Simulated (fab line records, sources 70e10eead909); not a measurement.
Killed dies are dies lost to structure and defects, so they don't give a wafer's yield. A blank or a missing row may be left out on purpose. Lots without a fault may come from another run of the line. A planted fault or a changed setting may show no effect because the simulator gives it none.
Which tool did it? | flow nand_harc | 24 lots, 72 wafers sampled, at 3 steps of a route of 1302

WHAT THE GAUGES READ, wafer by wafer
NHARC_A_CONTACT_CD_MEAS_42: target cd 300 nm.
lot  | measured     | on        | cd_nm (nm)
L076 | day 22 01:37 | cd_sem-01 | 300.0 300.1 300.7
L075 | day 22 01:49 | cd_sem-01 | 300.3 300.1 300.3
L077 | day 22 06:32 | cd_sem-02 | 301.1 301.0 299.7
L074 | day 22 11:25 | cd_sem-01 | 300.0 299.9 300.3
L078 | day 22 19:30 | cd_sem-01 | 300.0 299.8 299.2
L079 | day 23 05:19 | cd_sem-03 | 299.4 300.4 300.1
L080 | day 23 05:41 | cd_sem-01 | 301.0 299.8 300.5
L081 | day 24 02:01 | cd_sem-01 | 299.9 300.7 299.5
L082 | day 24 11:50 | cd_sem-03 | 299.6 300.4 300.6
L083 | day 25 00:13 | cd_sem-01 | 300.8 300.7 300.9
L086 | day 25 12:30 | cd_sem-01 | 300.9 299.8 300.1
L084 | day 25 12:18 | cd_sem-01 | 300.2 301.4 299.5
L085 | day 25 20:29 | cd_sem-01 | 300.0 299.9 299.9
L087 | day 26 08:32 | cd_sem-02 | 299.5 300.7 299.9
L089 | day 27 07:57 | cd_sem-01 | 300.8 300.8 300.1
L088 | day 27 08:58 | cd_sem-02 | 300.2 299.8 300.5
L091 | day 27 22:16 | cd_sem-03 | 300.7 299.5 300.2
L090 | day 27 22:25 | cd_sem-01 | 299.6 300.4 299.9
L092 | day 28 16:48 | cd_sem-02 | 300.1 300.9 300.6
L093 | day 28 20:07 | cd_sem-03 | 300.4 300.7 300.9
L094 | day 29 22:58 | cd_sem-02 | 301.3 300.9 301.2
L095 | day 30 01:00 | cd_sem-02 | 300.6 300.0 299.8
L096 | day 30 05:06 | cd_sem-02 | 300.8 301.1 300.7
L097 | day 30 22:46 | cd_sem-02 | 299.5 300.1 300.8

NHARC_A_CONTACT_INSPECT_44.
lot  | measured     | on                | raw_defect_count
L076 | day 22 01:44 | defect_inspect-01 | 13 20 15
L075 | day 22 01:56 | defect_inspect-02 | 94 83 100
L077 | day 22 06:40 | defect_inspect-01 | 118 125 108
L074 | day 22 11:32 | defect_inspect-02 | 102 90 107
L078 | day 22 19:38 | defect_inspect-01 | 16 19 20
L079 | day 23 05:26 | defect_inspect-01 | 168 154 152
L080 | day 23 05:49 | defect_inspect-02 | 16 16 17
L081 | day 24 02:09 | defect_inspect-02 | 77 83 96
L082 | day 24 11:58 | defect_inspect-01 | 109 99 127
L083 | day 25 00:20 | defect_inspect-01 | 83 73 94
L086 | day 25 12:37 | defect_inspect-01 | 68 69 71
L084 | day 25 12:25 | defect_inspect-02 | 75 76 88
L085 | day 25 20:37 | defect_inspect-02 | 85 110 91
L087 | day 26 08:39 | defect_inspect-02 | 26 21 26
L089 | day 27 08:04 | defect_inspect-02 | 97 93 95
L088 | day 27 09:05 | defect_inspect-02 | 61 67 71
L091 | day 27 22:23 | defect_inspect-02 | 153 135 162
L090 | day 27 22:32 | defect_inspect-01 | 54 54 48
L092 | day 28 16:56 | defect_inspect-01 | 82 69 71
L093 | day 28 20:14 | defect_inspect-01 | 118 107 104
L094 | day 29 23:05 | defect_inspect-02 | 94 106 113
L095 | day 30 01:07 | defect_inspect-02 | 84 88 73
L096 | day 30 05:14 | defect_inspect-01 | 84 89 81
L097 | day 30 22:53 | defect_inspect-01 | 63 55 58

WHICH TOOL RAN EACH LOT (tool, then ch and the chambers of the sampled wafers, then the start)
lot  | NHARC_A_CONTACT_DEP_24
L076 | pecvd-03 ch 0,1,2, day 21 20:14
L075 | pecvd-04 ch 0,1,2, day 21 20:22
L077 | pecvd-03 ch 0,1, day 22 00:55
L074 | pecvd-04 ch 0,2, day 22 05:56
L078 | pecvd-01 ch 1,2, day 22 13:47
L079 | pecvd-04 ch 0,1,2, day 22 23:44
L080 | pecvd-03 ch 1,2, day 22 23:44
L081 | pecvd-03 ch 0,1,2, day 23 18:17
L082 | pecvd-04 ch 0,2, day 24 05:41
L083 | pecvd-04 ch 1,2, day 24 18:37
L086 | pecvd-01 ch 1,2, day 25 06:41
L084 | pecvd-03 ch 0,1,2, day 25 06:41
L085 | pecvd-03 ch 0,1, day 25 12:02
L087 | pecvd-01 ch 1,2, day 26 02:39
L089 | pecvd-04 ch 0,1, day 27 00:26
L088 | pecvd-04 ch 0,2, day 27 03:19
L091 | pecvd-03 ch 0,2, day 27 16:35
L090 | pecvd-01 ch 0,1, day 27 16:46
L092 | pecvd-03 ch 0,1, day 28 10:24
L093 | pecvd-04 ch 0,1,2, day 28 14:22
L094 | pecvd-03 ch 0,1,2, day 29 17:20
L095 | pecvd-04 ch 0,1, day 29 17:24
L096 | pecvd-04 ch 0,2, day 29 20:29
L097 | pecvd-04 ch 1,2, day 30 17:18
- NHARC_A_CONTACT_DEP_24: deposits SiO2, target thk 500 nm.

WHAT THE TOOLS THEMSELVES READ (means of the sampled wafers that have a number; where no wafer has one, the mark that the record gives instead)
NHARC_A_CONTACT_DEP_24.
lot  | tool     | heater_power_w (W) | throttle_valve_pct (%)
L076 | pecvd-03 | 587                | 16.0
L075 | pecvd-04 | 589                | 16.0
L077 | pecvd-03 | 564                | 16.2
L074 | pecvd-04 | 495                | 17.1
L078 | pecvd-01 | 614                | 15.8
L079 | pecvd-04 | 568                | 16.1
L080 | pecvd-03 | 636                | 16.2
L081 | pecvd-03 | 605                | 16.1
L082 | pecvd-04 | 594                | 16.8
L083 | pecvd-04 | 544                | 15.4
L086 | pecvd-01 | 590                | 15.8
L084 | pecvd-03 | 553                | 16.0
L085 | pecvd-03 | 668                | 16.0
L087 | pecvd-01 | 594                | 16.0
L089 | pecvd-04 | 553                | 16.4
L088 | pecvd-04 | 574                | 17.2
L091 | pecvd-03 | 516                | 15.9
L090 | pecvd-01 | 732                | 15.4
L092 | pecvd-03 | 586                | 16.4
L093 | pecvd-04 | 525                | 15.9
L094 | pecvd-03 | 569                | 16.1
L095 | pecvd-04 | 542                | 15.2
L096 | pecvd-04 | 598                | 16.8
L097 | pecvd-04 | 573                | 15.3

THE ANSWER, worked out from the rows above alone
Rule: what is usual is taken from the lots themselves. Put in order of their means at a reading, lots are off if they are a third of the lots or fewer, leave a main group of 4 or more, and stand apart from it by a gap of 3 or more times the standard deviation of the main group's means; of several such gaps the widest counts. A main group whose means are all the same, to the digits that the tables above print for the reading, isn't used. A lot without any number at a reading at which 4 lots or more have one is off too. The other lots that the step has rows for count as sound. The gauges are gone through in route order, then the tools' own readings, and for those a lot's mean is taken as printed above. The first step at which some lot is off is used, and at that step the reading that is off furthest; a lot without a number counts as furthest.
No lot is off at any reading shown: from this, nothing can be told.

WHAT THE SIMULATOR HAD PUT IN
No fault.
